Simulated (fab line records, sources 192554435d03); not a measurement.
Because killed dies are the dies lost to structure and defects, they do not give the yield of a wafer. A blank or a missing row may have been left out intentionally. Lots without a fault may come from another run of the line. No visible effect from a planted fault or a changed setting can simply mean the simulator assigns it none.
fab line records	flow n5Finfet
record: lots: 9	wafers: 27	lastDay: 22
route steps=1938 shown BEOL_M1@839 BEOL_M2@844 BEOL_M4@1111 PASSIVATION@1936
lots with no fault: from the same line, run without faults
startH: start of the lot's first displayed wafer, in hours after the record's first day	waitH: time in hours since the lot's previous step	" identical to the entry in the row above	L1.1+2: a row that stands for several wafers	- no value present, or no start provided	* or withheld: withheld	< > ~ a bound
route shown NAME@n: a module of which the file shows steps, and the number in the route of the first	usual: mean/standard deviation of fault-free wafers	same: alike in all rows	chamber/n: place in a boat	sites: each site's reading	_std_site: the values' standard deviation	_edge_site: the outer-site mean with the inner-site mean subtracted	radiusMm: for every site, how far away it sits from the centre of the wafer	mask NAME#n: copy n	behind: the last tool/chamber to shape the wafer	hold: cause of the lot's hold/its duration in hours/its outcome	device: whichever transistor did not switch (one of n, p or np)	end of line: tests of these same wafers at the route's end	a step without rows: its recipe alone	killed: not the wafer's yield, but the dies lost to structure and defects at the first sort	map: a wafer's dies, x killed, . not, _ none there
set.NAME: setting as actually run; set.NAME@STEP: the setting as run at that earlier step	model.NAME: the simulator's own value behind a step, which no gauge read
a sample of lots followed through the steps of the route, with each step as a table and each wafer as a row
services: a tool's chamber out of use, with start hour (startH, from the record's first day; less than 0 if before it), hours out, and reason
== steps ==
step: N5_BEOL_M1_RS_MEAS_58
recipe: thkMeasGauge: four-point-probe	reads: Co_of_BEOL_M1_CO_CAP_55+Cu_of_BEOL_M1_ECD_50+Co_of_BEOL_M1_CVD_47+TaN_of_BEOL_M1_ALD_84
usual: M1_RS: 0.67/0.031
lot.wafer	tool	chamber	startH	waitH	M1_RS[ohm/sq]
L793.1	filmMetro-01	-	139.29	0.0	0.72
L793.3	"	-	"	"	0.72
L793.5	"	-	"	"	0.69
L795.4	filmMetro-01	-	159.49	0.0	0.65
L795.5	"	-	"	"	0.64
L795.6	"	-	"	"	0.64
L800.1	filmMetro-01	-	184.46	0.0	0.71
L800.2	"	-	"	"	0.70
L800.4	"	-	"	"	0.63
L801.1	filmMetro-02	-	191.42	0.0	0.71
L801.3	"	-	"	"	0.65
L801.6	"	-	"	"	0.70
L802.2	filmMetro-02	-	196.26	0.1	0.67
L802.3	"	-	"	"	0.66
L802.4	"	-	"	"	0.62
L805.3	filmMetro-02	-	203.64	0.1	0.69
L805.5	"	-	"	"	0.68
L805.6	"	-	"	"	0.68
L806.2	filmMetro-01	-	211.83	0.1	0.66
L806.4	"	-	"	"	0.68
L806.6	"	-	"	"	0.62
L811.1	filmMetro-01	-	248.08	0.0	0.71
L811.2	"	-	"	"	0.69
L811.5	"	-	"	"	0.72
L815.3	filmMetro-01	-	272.03	0.1	0.66
L815.4	"	-	"	"	0.65
L815.6	"	-	"	"	0.66
step: N5_BEOL_M1_INSPECT_59
recipe: inspectInstrument: darkfield	mode: postDep
usual: rawDefectCount: 68/22
lot.wafer	tool	chamber	startH	waitH	rawDefectCount
L793.1	defectInspect-01	-	139.32	0.0	74
L793.3	"	-	"	"	79
L793.5	"	-	"	"	53
L795.4	defectInspect-01	-	159.52	0.0	85
L795.5	"	-	"	"	67
L795.6	"	-	"	"	44
L800.1	defectInspect-02	-	184.48	0.0	50
L800.2	"	-	"	"	34
L800.4	"	-	"	"	49
L801.1	defectInspect-01	-	191.45	0.0	40
L801.3	"	-	"	"	61
L801.6	"	-	"	"	59
L802.2	defectInspect-02	-	196.28	0.0	67
L802.3	"	-	"	"	43
L802.4	"	-	"	"	57
L805.3	defectInspect-02	-	203.67	0.0	32
L805.5	"	-	"	"	54
L805.6	"	-	"	"	43
L806.2	defectInspect-01	-	211.85	0.0	40
L806.4	"	-	"	"	65
L806.6	"	-	"	"	77
L811.1	defectInspect-01	-	248.11	0.0	98
L811.2	"	-	"	"	91
L811.5	"	-	"	"	96
L815.3	defectInspect-01	-	272.06	0.0	66
L815.4	"	-	"	"	64
L815.6	"	-	"	"	43
step: N5_BEOL_M2_HM_DEP_02
recipe: material: TiN	targetThkA: 200	tempC: 25	chamberPressurePa: 0.49996
usual: throttleValvePct: 29.7/1.1
lot.wafer	tool	chamber	startH	waitH	throttleValvePct
L793.1	pvdSputter-02	-	139.81	0.3	30.1
L793.3	"	-	"	"	28.6
L793.5	"	-	"	"	31.0
L795.4	pvdSputter-02	-	160.18	0.5	28.5
L795.5	"	-	"	"	30.3
L795.6	"	-	"	"	28.6
L800.1	pvdSputter-02	-	185.27	0.6	28.9
L800.2	"	-	"	"	30.0
L800.4	"	-	"	"	30.9
L801.1	pvdSputter-01	-	192.45	0.8	29.7
L801.3	"	-	"	"	31.3
L801.6	"	-	"	"	31.6
L802.2	pvdSputter-02	-	197.03	0.6	28.6
L802.3	"	-	"	"	31.1
L802.4	"	-	"	"	28.7
L805.3	pvdSputter-01	-	204.45	0.6	30.2
L805.5	"	-	"	"	31.4
L805.6	"	-	"	"	28.4
L806.2	pvdSputter-01	-	212.84	0.8	29.7
L806.4	"	-	"	"	29.7
L806.6	"	-	"	"	30.0
L811.1	pvdSputter-01	-	249.28	1.0	31.4
L811.2	"	-	"	"	29.6
L811.5	"	-	"	"	31.2
L815.3	pvdSputter-01	-	274.36	2.1	28.3
L815.4	"	-	"	"	30.0
L815.6	"	-	"	"	28.3
step: N5_BEOL_M2_INSPECT_13
recipe: mode: adi	inspectInstrument: brightfield
usual: rawDefectCount: 379/82
lot.wafer	tool	chamber	startH	waitH	rawDefectCount
L793.1	defectInspect-02	-	140.29	0.1	342
L793.3	"	-	"	"	370
L793.5	"	-	"	"	342
L795.4	defectInspect-02	-	160.79	0.0	391
L795.5	"	-	"	"	301
L795.6	"	-	"	"	297
L800.1	defectInspect-01	-	185.75	0.1	1175
L800.2	"	-	"	"	908
L800.4	"	-	"	"	991
L801.1	defectInspect-01	-	192.94	0.1	323
L801.3	"	-	"	"	355
L801.6	"	-	"	"	330
L802.2	defectInspect-01	-	198.45	0.0	1067
L802.3	"	-	"	"	1096
L802.4	"	-	"	"	1137
L805.3	defectInspect-02	-	204.94	0.0	303
L805.5	"	-	"	"	304
L805.6	"	-	"	"	283
L806.2	defectInspect-01	-	213.32	0.0	433
L806.4	"	-	"	"	296
L806.6	"	-	"	"	333
L811.1	defectInspect-01	-	249.88	0.1	343
L811.2	"	-	"	"	282
L811.5	"	-	"	"	303
L815.3	defectInspect-01	-	274.97	0.0	401
L815.4	"	-	"	"	367
L815.6	"	-	"	"	460
step: N5_BEOL_M2_DESCUM_16
recipe: chemistry: O2	timeS: 7	sourcePowerW: 50	biasPowerW: 20	pressureMtorr: 20	rfFrequencyHz: 2.712e+07	tempC: 40	resist: CAR-EUV	o2FlowSccm: 225
usual: drypumpMotorCurrentA: 5.8/0.44	o2FlowSccm: 225.0/0.64	oesProductAu: 0.79/0.099	rfVppV: 243.7/1.3	showerheadPlenumPTorr: 2.13/0.075	throttleValvePct: 20.49/0.18
lot.wafer	tool	chamber	startH	waitH	drypumpMotorCurrentA	o2FlowSccm	oesProductAu	rfHoursCounterH	rfVppV	showerheadPlenumPTorr	throttleValvePct
L793.1	rieDiel-02	0	140.79	0.5	5.6	225.8	0.71	181	243.4	2.00	20.37
L793.3	"	2	"	"	5.7	224.2	0.81	83	244.5	2.20	20.48
L793.5	"	2	"	"	5.7	224.8	0.81	-	244.3	2.20	20.47
L795.4	rieDiel-02	2	160.82	0.0	5.7	225.1	0.81	91	242.9	2.19	20.48
L795.5	"	1	"	"	5.8	223.3	0.75	-	244.1	2.18	20.41
L795.6	"	2	"	"	5.7	225.4	0.81	-	244.3	2.19	20.48
L800.1	rieDiel-04	3	185.79	0.0	5.1	224.6	0.70	238	243.3	2.15	20.66
L800.2	"	0	"	"	6.1	225.4	0.99	3	244.4	2.23	20.22
L800.4	"	2	"	"	5.2	225.0	0.69	214	243.5	2.06	20.50
L801.1	rieDiel-02	2	192.97	0.0	5.6	225.4	0.79	102	246.5	2.19	20.50
L801.3	"	0	"	"	5.6	224.7	0.70	198	241.5	1.99	20.38
L801.6	"	2	"	"	5.7	224.6	0.78	-	245.2	2.19	20.50
L802.2	rieDiel-05	3	198.48	0.0	6.6	224.5	0.70	198	243.4	2.17	20.60
L802.3	"	1	"	"	5.4	224.9	0.95	7	244.2	2.24	20.18
L802.4	"	2	"	"	5.8	226.0	0.68	230	243.4	2.15	20.80
L805.3	rieDiel-05	1	204.97	0.0	5.4	225.9	0.94	9	246.1	2.24	20.17
L805.5	"	0	"	"	6.3	224.8	0.90	-	243.9	2.13	20.37
L805.6	"	3	"	"	6.6	224.1	0.70	-	244.4	2.17	20.60
L806.2	rieDiel-05	0	213.46	0.1	6.2	224.2	0.89	29	243.2	2.13	20.38
L806.4	"	3	"	"	6.6	225.0	0.69	203	244.3	2.17	20.60
L806.6	"	2	"	"	5.8	224.9	0.69	-	244.8	2.15	20.81
L811.1	rieDiel-05	3	249.92	0.0	6.6	224.1	0.68	214	242.1	2.16	20.62
L811.2	"	2	"	"	5.8	224.6	0.68	247	244.2	2.14	20.81
L811.5	"	2	"	"	5.8	225.3	0.67	-	243.8	2.14	20.81
L815.3	rieDiel-02	3	275.03	0.1	5.6	225.0	0.74	177	240.9	2.00	20.65
L815.4	"	0	"	"	5.6	225.2	0.69	223	240.9	1.98	20.41
L815.6	"	2	"	"	5.7	224.9	0.77	-	244.8	2.18	20.53
step: N5_BEOL_M2_INSPECT_30
recipe: mode: adi	inspectInstrument: brightfield
usual: rawDefectCount: 378/79
lot.wafer	tool	chamber	startH	waitH	rawDefectCount
L793.1	defectInspect-02	-	141.76	0.1	311
L793.3	"	-	"	"	364
L793.5	"	-	"	"	337
L795.4	defectInspect-02	-	161.79	0.0	374
L795.5	"	-	"	"	310
L795.6	"	-	"	"	280
L800.1	defectInspect-02	-	186.66	0.1	1140
L800.2	"	-	"	"	886
L800.4	"	-	"	"	975
L801.1	defectInspect-02	-	194.00	0.1	318
L801.3	"	-	"	"	331
L801.6	"	-	"	"	335
L802.2	defectInspect-01	-	199.48	0.0	1081
L802.3	"	-	"	"	1077
L802.4	"	-	"	"	1114
L805.3	defectInspect-01	-	205.81	0.0	316
L805.5	"	-	"	"	331
L805.6	"	-	"	"	317
L806.2	defectInspect-01	-	214.43	0.1	416
L806.4	"	-	"	"	304
L806.6	"	-	"	"	328
L811.1	defectInspect-01	-	251.01	0.1	323
L811.2	"	-	"	"	275
L811.5	"	-	"	"	294
L815.3	defectInspect-01	-	276.00	0.0	394
L815.4	"	-	"	"	350
L815.6	"	-	"	"	468
step: N5_BEOL_M4_RC_MEAS_101
usual: DIBL_N: 36.3/1.1	DIBL_P: 36.3/1.4	IOFF_N: 0.155/0.019	IOFF_P: 0.211/0.027	ION_N: 672/8.5	ION_P: 462/5.8	SS_N: 71.5/0.56	SS_P: 73.3/0.52	VT_N: 249.9/2.5	VT_P: -249.8/2.8
lot.wafer	tool	chamber	startH	waitH	DIBL_N[mV/V]	DIBL_P[mV/V]	IOFF_N[nA/um]	IOFF_P[nA/um]	ION_N[uA/um]	ION_P[uA/um]	SS_N[mV/dec]	SS_P[mV/dec]	VT_N[mV]	VT_P[mV]
L793.1	prober-01	0	196.11	0.0	39.0	37.5	0.173	0.234	668	458	72.5	74.6	250.1	-247.6
L793.3	"	0	"	"	36.3	36.0	0.139	0.203	675	463	70.9	73.4	250.3	-250.4
L793.5	"	0	"	"	36.8	35.1	0.135	0.192	670	453	72.2	73.6	253.8	-255.3
L795.4	prober-01	0	228.86	0.5	35.6	36.9	0.152	0.178	669	451	71.1	73.6	248.7	-253.7
L795.5	"	0	"	"	34.9	35.4	0.134	0.170	670	456	71.3	73.3	249.2	-252.4
L795.6	"	0	"	"	35.7	35.9	0.153	0.178	671	455	72.0	73.3	251.5	-253.4
L800.1	prober-02	0	289.57	0.0	36.7	37.0	0.177	0.217	689	466	71.6	74.0	250.4	-248.3
L800.2	"	0	"	"	37.7	37.7	0.182	0.223	677	459	72.3	73.2	245.9	-247.1
L800.4	"	0	"	"	36.1	34.9	0.156	0.183	670	456	71.0	73.2	249.7	-251.6
L802.2	prober-02	0	311.20	0.2	35.9	36.0	0.138	0.162	662	451	71.5	73.4	250.9	-255.3
L802.3	"	0	"	"	35.7	35.8	0.138	0.165	671	455	71.1	72.9	253.8	-253.9
L802.4	"	0	"	"	35.2	35.6	0.128	0.158	668	456	70.8	72.3	255.3	-256.4
L805.3	prober-01	0	335.78	0.3	34.7	33.6	0.137	0.184	666	458	70.4	72.8	250.3	-251.3
L805.5	"	0	"	"	36.8	35.7	0.175	0.211	667	453	71.2	73.8	248.7	-250.6
L805.6	"	0	"	"	35.3	34.6	0.146	0.197	665	458	70.7	73.1	248.0	-250.7
L806.2	prober-01	0	346.64	0.2	36.8	37.0	0.144	0.238	663	460	72.3	73.7	251.8	-247.6
L806.4	"	0	"	"	34.9	35.0	0.116	0.204	650	455	71.6	72.6	257.1	-250.4
L806.6	"	0	"	"	37.2	37.4	0.153	0.250	665	460	72.1	73.7	251.9	-248.8
L811.1	prober-02	0	385.35	0.0	38.3	37.3	0.176	0.236	677	462	71.2	73.9	245.9	-248.3
L811.2	"	0	"	"	37.5	35.8	0.154	0.206	680	465	71.6	73.1	252.5	-249.6
L811.5	"	0	"	"	36.9	35.6	0.149	0.204	669	457	71.5	73.6	250.5	-249.6
L801.1	prober-02	0	399.64	0.0	35.6	35.6	0.134	0.184	670	460	71.4	73.3	250.1	-253.3
L801.3	"	0	"	"	35.7	36.2	0.138	0.190	664	463	71.3	72.7	251.8	-253.4
L801.6	"	0	"	"	36.2	36.6	0.144	0.195	668	461	71.4	73.2	250.7	-251.7
L815.3	prober-01	0	401.12	0.3	35.6	35.2	0.158	0.210	682	464	72.1	73.3	248.2	-248.4
L815.4	"	0	"	"	36.3	34.7	0.159	0.200	666	459	72.0	73.4	249.2	-250.9
L815.6	"	0	"	"	36.0	35.2	0.158	0.205	675	458	71.3	73.0	249.8	-249.2
step: N5_PASSIVATION_PROBE_49
usual: defectLimitedYield: 91.4/1.2	killed_at_M0_to_M3: 34/10	killed_at_M4_up: 14/5.1	killedAtContacts: 12/6.4	killedAtFrontEnd: 38/9.3	killedAtOther: 4/3	killedDies: 102/15	killedOnRim: 13/3.6	killedOpen: 67/12	killedShort: 33/6.9	sort_bin_5_function: 5.0/0.86	sort_bin_6_memory: 3.2/0.58	sort_bin_8_speed: 0.00/0.0099	sortNPass: 1078/15	sortYieldPct: 91.4/1.2
same: grossDies: 1180	killedAtBackSide: 0	sort_bin_4_leakage[%]: 0
lot.wafer	tool	chamber	startH	waitH	defectLimitedYield[%]	killed_at_M0_to_M3	killed_at_M4_up	killedAtContacts	killedAtFrontEnd	killedAtOther	killedDies	killedOnRim	killedOpen	killedShort	sort_bin_5_function[%]	sort_bin_6_memory[%]	sort_bin_8_speed[%]	sortNPass	sortYieldPct[%]
L793.1	prober-01	-	292.86	0.0	92.3	35	10	9	37	0	91	11	65	25	4.5	3.1	0	1089	92.3
L793.3	prober-01	-	292.96	0.1	90.0	57	15	8	38	0	118	14	83	34	5.9	3.7	0	1062	90.0
L793.5	prober-01	-	293.06	0.2	90.8	48	14	21	23	2	108	12	77	30	4.9	3.8	0	1072	90.8
L795.4	prober-01	-	337.80	0.2	91.7	48	14	8	25	3	98	15	68	26	4.7	3.2	0	1082	91.7
L795.5	prober-01	-	337.85	0.2	90.3	42	24	6	39	3	114	8	74	39	6.1	3.2	0	1066	90.3
L795.6	prober-01	-	337.90	0.3	88.6	52	20	3	59	1	135	15	85	44	6.4	4.5	0	1045	88.6
L800.1	prober-01	-	388.53	0.0	81.5	152	11	21	30	4	218	25	64	26	12.6	3.5	0	962	81.5
L800.2	prober-01	-	388.58	0.1	84.2	126	8	21	28	3	186	26	59	22	10.6	3.3	0	994	84.2
L800.4	prober-01	-	388.68	0.2	82.5	144	7	28	25	2	206	31	70	27	10.8	4.3	0	974	82.5
L802.2	prober-02	-	422.24	0.4	82.4	165	13	6	18	6	208	15	53	23	11.3	4.2	0	972	82.4
L802.3	prober-02	-	422.29	0.5	84.3	130	22	8	20	5	185	23	47	26	10.3	2.9	0	995	84.3
L802.4	prober-02	-	422.34	0.5	83.8	141	14	9	24	3	191	22	50	24	10.6	3.3	0	989	83.8
L805.5	prober-01	-	438.66	0.2	91.4	40	10	13	32	6	101	16	61	34	4.9	3.3	0	1079	91.4
L805.6	prober-01	-	438.71	0.3	92.8	23	5	13	37	7	85	9	47	36	4.3	2.8	0	1095	92.8
L806.2	prober-02	-	468.38	0.8	89.3	43	9	14	57	3	126	11	89	35	5.8	4.5	0	1054	89.3
L806.4	prober-02	-	468.48	0.9	88.6	37	19	24	51	3	134	23	88	42	6.4	4.6	0.08	1045	88.6
L806.6	prober-02	-	468.58	1.0	89.5	32	21	16	48	7	124	17	86	36	5.5	4.9	0	1056	89.5
L811.1	prober-01	-	498.48	0.0	91.4	40	12	15	31	3	101	12	75	25	4.2	4.1	0	1079	91.4
L811.2	prober-01	-	498.53	0.1	91.2	38	13	7	45	1	104	19	73	29	5.3	3.2	0	1076	91.2
L811.5	prober-01	-	498.68	0.2	90.9	33	5	7	61	1	107	12	80	25	5.6	3.4	0	1073	90.9
L815.3	prober-01	-	511.95	0.1	90.5	61	10	10	31	0	112	21	74	38	5.6	3.4	0	1068	90.5
L815.4	prober-01	-	512.00	0.2	89.2	66	19	3	39	0	127	12	80	45	6.1	3.9	0	1053	89.2
L815.6	prober-01	-	512.10	0.3	91.4	46	10	10	35	0	101	12	64	36	4.6	3.7	0	1079	91.4
L801.1	prober-01	-	517.10	0.0	91.4	26	21	16	35	3	101	12	61	36	4.7	3.1	0	1079	91.4
L801.3	prober-01	-	517.20	0.1	93.1	22	11	8	39	2	82	10	57	24	3.9	2.7	0	1098	93.1
L801.6	prober-01	-	517.35	0.3	93.5	18	9	9	35	6	77	12	53	24	4.1	2.4	0	1103	93.5
killed by level:class
L793.1 STI_FIN_REVEAL:geometricParticle:open=17 MOL_CONTACT_COAG:geometricParticle:open=8 BEOL_M4:geometricParticle:open=7 BEOL_M0_SAQP:geometricParticle:short=6 BEOL_M2:geometricParticle:open=6 BEOL_M1:geometricParticle:open=5 BEOL_M3:geometricParticle:open=4 ILD0:geometricParticle:short=4
L793.3 BEOL_M0_SAQP:geometricParticle:open=11 BEOL_M2:geometricParticle:open=11 STI_FIN_REVEAL:geometricParticle:open=10 FIN_SAQP:geometricParticle:open=9 BEOL_M3:geometricParticle:open=8 BEOL_M0_SAQP:geometricParticle:short=7 BEOL_M1:geometricParticle:open=7 MOL_CONTACT_COAG:geometricParticle:open=6
L793.5 MOL_CONTACT_COAG:geometricParticle:open=17 BEOL_M2:geometricParticle:open=10 BEOL_M3:geometricParticle:open=10 FIN_SAQP:geometricParticle:open=7 BEOL_M1:geometricParticle:open=5 BEOL_M3:geometricParticle:short=5 BEOL_M4:geometricParticle:open=5 BEOL_M0_SAQP:geometricParticle:open=4
L795.4 BEOL_M0_SAQP:geometricParticle:open=14 FIN_SAQP:geometricParticle:open=12 BEOL_M0_SAQP:geometricParticle:short=12 BEOL_M3:geometricParticle:open=11 MOL_CONTACT_COAG:geometricParticle:open=7 BEOL_M1:geometricParticle:open=4 BEOL_M2:geometricParticle:open=4 DUMMY_GATE:geometricParticle:open=3
L795.5 FIN_SAQP:geometricParticle:open=18 BEOL_M0_SAQP:geometricParticle:short=11 BEOL_M4:geometricParticle:open=10 BEOL_M0_SAQP:geometricParticle:open=8 BEOL_M3:geometricParticle:open=7 GATE_CUT:geometricParticle:short=6 FIN_SAQP:geometricParticle:short=5 MOL_CONTACT_COAG:geometricParticle:open=5
L795.6 BEOL_M0_SAQP:geometricParticle:open=16 BEOL_M0_SAQP:geometricParticle:short=15 FIN_SAQP:geometricParticle:open=14 STI_FIN_REVEAL:geometricParticle:open=12 FIN_SAQP:geometricParticle:short=8 BEOL_M4:geometricParticle:open=8 BEOL_M3:geometricParticle:open=8 DUMMY_GATE:geometricParticle:open=6
L800.1 BEOL_M2:unspecified=127 MOL_CONTACT_COAG:geometricParticle:open=17 FIN_SAQP:geometricParticle:open=11 BEOL_M0_SAQP:geometricParticle:open=8 BEOL_M0_SAQP:geometricParticle:short=7 STARTING-WAFER:geometricParticle:open=7 GATE_CUT:geometricParticle:short=6 BEOL_M1:geometricParticle:open=5
L800.2 BEOL_M2:unspecified=102 MOL_CONTACT_COAG:geometricParticle:open=16 BEOL_M2:geometricParticle:open=7 DUMMY_GATE:geometricParticle:open=6 BEOL_M1:geometricParticle:open=6 STI_FIN_REVEAL:geometricParticle:open=5 GATE_CUT:geometricParticle:short=5 MOL_CONTACT_COAG:geometricParticle:short=5
L800.4 BEOL_M2:unspecified=108 MOL_CONTACT_COAG:geometricParticle:open=25 BEOL_M0_SAQP:geometricParticle:short=11 BEOL_M0_SAQP:geometricParticle:open=10 BEOL_M2:geometricParticle:open=7 GATE_CUT:geometricParticle:open=6 STI_FIN_REVEAL:geometricParticle:open=4 GATE_CUT:geometricParticle:short=4
L802.2 BEOL_M2:unspecified=131 BEOL_M2:geometricParticle:open=10 BEOL_M0_SAQP:geometricParticle:short=7 BEOL_M0_SAQP:geometricParticle:open=6 MOL_CONTACT_COAG:geometricParticle:open=5 BEOL_M1:geometricParticle:open=5 BEOL_M4:geometricParticle:open=4 FIN_SAQP:geometricParticle:open=3
L802.3 BEOL_M2:unspecified=110 MOL_CONTACT_COAG:geometricParticle:open=7 BEOL_M0_SAQP:geometricParticle:open=6 BEOL_M0_SAQP:geometricParticle:short=6 BEOL_M5:geometricParticle:open=6 BEOL_M4:geometricParticle:open=5 FIN_SAQP:geometricParticle:open=4 BEOL_M3:geometricParticle:open=4
L802.4 BEOL_M2:unspecified=114 MOL_CONTACT_COAG:geometricParticle:open=9 BEOL_M0_SAQP:geometricParticle:open=8 FIN_SAQP:geometricParticle:short=7 BEOL_M0_SAQP:geometricParticle:short=5 FIN_SAQP:geometricParticle:open=4 BEOL_M3:geometricParticle:open=4 STI_FIN_REVEAL:geometricParticle:open=3
L805.5 FIN_SAQP:geometricParticle:open=12 MOL_CONTACT_COAG:geometricParticle:open=10 FIN_SAQP:geometricParticle:short=9 BEOL_M0_SAQP:geometricParticle:short=8 BEOL_M2:geometricParticle:open=7 BEOL_M1:geometricParticle:open=6 BEOL_M3:geometricParticle:open=5 DUMMY_GATE:geometricParticle:open=4
L805.6 STI_FIN_REVEAL:geometricParticle:open=8 MOL_CONTACT_COAG:geometricParticle:open=8 BEOL_M1:geometricParticle:open=6 FIN_SAQP:geometricParticle:short=5 DUMMY_GATE:geometricParticle:open=5 MOL_CONTACT_COAG:geometricParticle:short=5 BEOL_M0_SAQP:geometricParticle:short=5 STARTING-WAFER:geometricParticle:short=5
L806.2 FIN_SAQP:geometricParticle:open=18 MOL_CONTACT_COAG:geometricParticle:open=12 BEOL_M0_SAQP:geometricParticle:short=10 FIN_SAQP:geometricParticle:short=10 DUMMY_GATE:geometricParticle:open=10 BEOL_M0_SAQP:geometricParticle:open=10 BEOL_M2:geometricParticle:open=10 STI_FIN_REVEAL:geometricParticle:open=5
L806.4 MOL_CONTACT_COAG:geometricParticle:open=21 FIN_SAQP:geometricParticle:open=17 BEOL_M2:geometricParticle:open=12 FIN_SAQP:geometricParticle:short=8 BEOL_M0_SAQP:geometricParticle:open=8 STARTING-WAFER:geometricParticle:short=6 DUMMY_GATE:geometricParticle:open=5 DUMMY_GATE:geometricParticle:short=4
L806.6 MOL_CONTACT_COAG:geometricParticle:open=15 FIN_SAQP:geometricParticle:short=11 DUMMY_GATE:geometricParticle:open=9 BEOL_M0_SAQP:geometricParticle:open=8 FIN_SAQP:geometricParticle:open=7 STI_FIN_REVEAL:geometricParticle:open=7 BEOL_M3:geometricParticle:open=7 BEOL_M2:geometricParticle:open=7
L811.1 MOL_CONTACT_COAG:geometricParticle:open=12 BEOL_M3:geometricParticle:open=12 STI_FIN_REVEAL:geometricParticle:open=11 BEOL_M2:geometricParticle:open=7 BEOL_M4:geometricParticle:open=6 DUMMY_GATE:geometricParticle:open=5 STI_FIN_REVEAL:geometricParticle:short=4 BEOL_M0_SAQP:geometricParticle:open=4
L811.2 STI_FIN_REVEAL:geometricParticle:open=18 BEOL_M3:geometricParticle:open=12 BEOL_M2:geometricParticle:open=10 MOL_CONTACT_COAG:geometricParticle:open=7 FIN_SAQP:geometricParticle:open=6 BEOL_M4:geometricParticle:open=6 STARTING-WAFER:geometricParticle:short=5 GATE_CUT:geometricParticle:short=4
L811.5 STI_FIN_REVEAL:geometricParticle:open=28 BEOL_M3:geometricParticle:open=10 FIN_SAQP:geometricParticle:open=9 BEOL_M1:geometricParticle:open=8 FIN_SAQP:geometricParticle:short=6 MOL_CONTACT_COAG:geometricParticle:open=6 BEOL_M1:geometricParticle:short=3 GATE_CUT:geometricParticle:short=3
L815.3 BEOL_M0_SAQP:geometricParticle:open=16 BEOL_M0_SAQP:geometricParticle:short=15 BEOL_M2:geometricParticle:open=11 MOL_CONTACT_COAG:geometricParticle:open=7 STI_FIN_REVEAL:geometricParticle:open=6 BEOL_M3:geometricParticle:open=6 FIN_SAQP:geometricParticle:open=5 GATE_CUT:geometricParticle:short=4
L815.4 BEOL_M0_SAQP:geometricParticle:short=14 BEOL_M2:geometricParticle:open=13 BEOL_M4:geometricParticle:open=9 FIN_SAQP:geometricParticle:open=8 GATE_CUT:geometricParticle:short=8 BEOL_M1:geometricParticle:open=8 BEOL_M3:geometricParticle:open=8 BEOL_M0:geometricParticle:open=7
L815.6 BEOL_M0_SAQP:geometricParticle:open=12 BEOL_M1:geometricParticle:open=11 MOL_CONTACT_COAG:geometricParticle:open=9 STI_FIN_REVEAL:geometricParticle:open=7 FIN_SAQP:geometricParticle:short=6 GATE_CUT:geometricParticle:short=6 BEOL_M3:geometricParticle:short=6 BEOL_M0_SAQP:geometricParticle:short=5
L801.1 BEOL_M4:geometricParticle:open=12 MOL_CONTACT_COAG:geometricParticle:open=10 STI_FIN_REVEAL:geometricParticle:open=8 GATE_CUT:geometricParticle:short=7 FIN_SAQP:geometricParticle:short=6 MOL_CONTACT_COAG:geometricParticle:short=6 BEOL_M0_SAQP:geometricParticle:short=6 BEOL_M2:geometricParticle:open=5
L801.3 BEOL_M2:geometricParticle:open=11 STI_FIN_REVEAL:geometricParticle:open=10 FIN_SAQP:geometricParticle:open=9 FIN_SAQP:geometricParticle:short=7 MOL_CONTACT_COAG:geometricParticle:open=7 BEOL_M0_SAQP:geometricParticle:open=3 BEOL_M0_SAQP:geometricParticle:short=3 BEOL_M2:geometricParticle:short=3
L801.6 STI_FIN_REVEAL:geometricParticle:open=10 MOL_CONTACT_COAG:geometricParticle:open=8 FIN_SAQP:geometricParticle:short=7 FIN_SAQP:geometricParticle:open=5 BEOL_M2:geometricParticle:open=5 GATE_CUT:geometricParticle:short=4 BEOL_M0_SAQP:geometricParticle:open=4 DUMMY_GATE:geometricParticle:open=3
== services ==
tool	chamber	startH	hours	kind
rieDiel-05	1	126.71	2.8	repair
pvdSputter-01	-	138.92	4.7	repair
rieDiel-05	2	144.20	3.8	repair
rieDiel-04	0	157.01	-	clean
rieDiel-04	0	157.01	-	consumableReplace:focusRing
rieDiel-04	0	157.01	-	consumableReplace:showerhead
rieDiel-04	0	157.01	20.0	scheduledDown
rieDiel-04	0	157.01	20.0	ventCycle
rieDiel-05	1	157.39	-	clean
rieDiel-05	1	157.39	-	consumableReplace:focusRing
rieDiel-05	1	157.39	-	consumableReplace:showerhead
pvdSputter-02	-	163.68	5.1	repair
rieDiel-05	-	172.97	2.8	pm
rieDiel-04	3	212.32	-	clean
rieDiel-04	3	212.32	-	consumableReplace:focusRing
rieDiel-04	3	212.32	13.7	scheduledDown
rieDiel-04	3	212.32	13.7	ventCycle
rieDiel-02	-	238.40	0.2	repair
rieDiel-02	0	251.28	2.0	repair
rieDiel-05	2	261.55	-	clean
rieDiel-05	2	261.55	-	consumableReplace:focusRing
rieDiel-05	2	261.55	27.8	scheduledDown
rieDiel-05	2	261.55	27.8	ventCycle
== key ==
firstSign: step: N5_BEOL_M2_INSPECT_13	reading: rawDefectCount	direction: up	sigmas: 8.3	usual: 379	struck: 1062
effect: step: N5_BEOL_M2_INSPECT_30	reading: rawDefectCount	direction: up	sigmas: 8.4	usual: 378	struck: 1046
effect: step: N5_PASSIVATION_PROBE_49	reading: killed_at_M0_to_M3	direction: up	sigmas: 10	usual: 34	struck: 143
moreKillsBornAt: N5_BEOL_M2_HM_DEP_02@pvdSputter-02: 692
metAt N5_BEOL_M2_HM_DEP_02
struckLots L800,L802
notActingAt N5_BEOL_M1_RS_MEAS_58,N5_BEOL_M1_INSPECT_59,N5_BEOL_M2_DESCUM_16
onsetBetween 160.18 185.27
fault: kind: chamberParticleSource	tool: pvdSputter-02	chamber: -	onsetH: 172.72	steps: N5_BEOL_M2_HM_DEP_02	ratePerVisitCm2: 1.0297	endH: 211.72
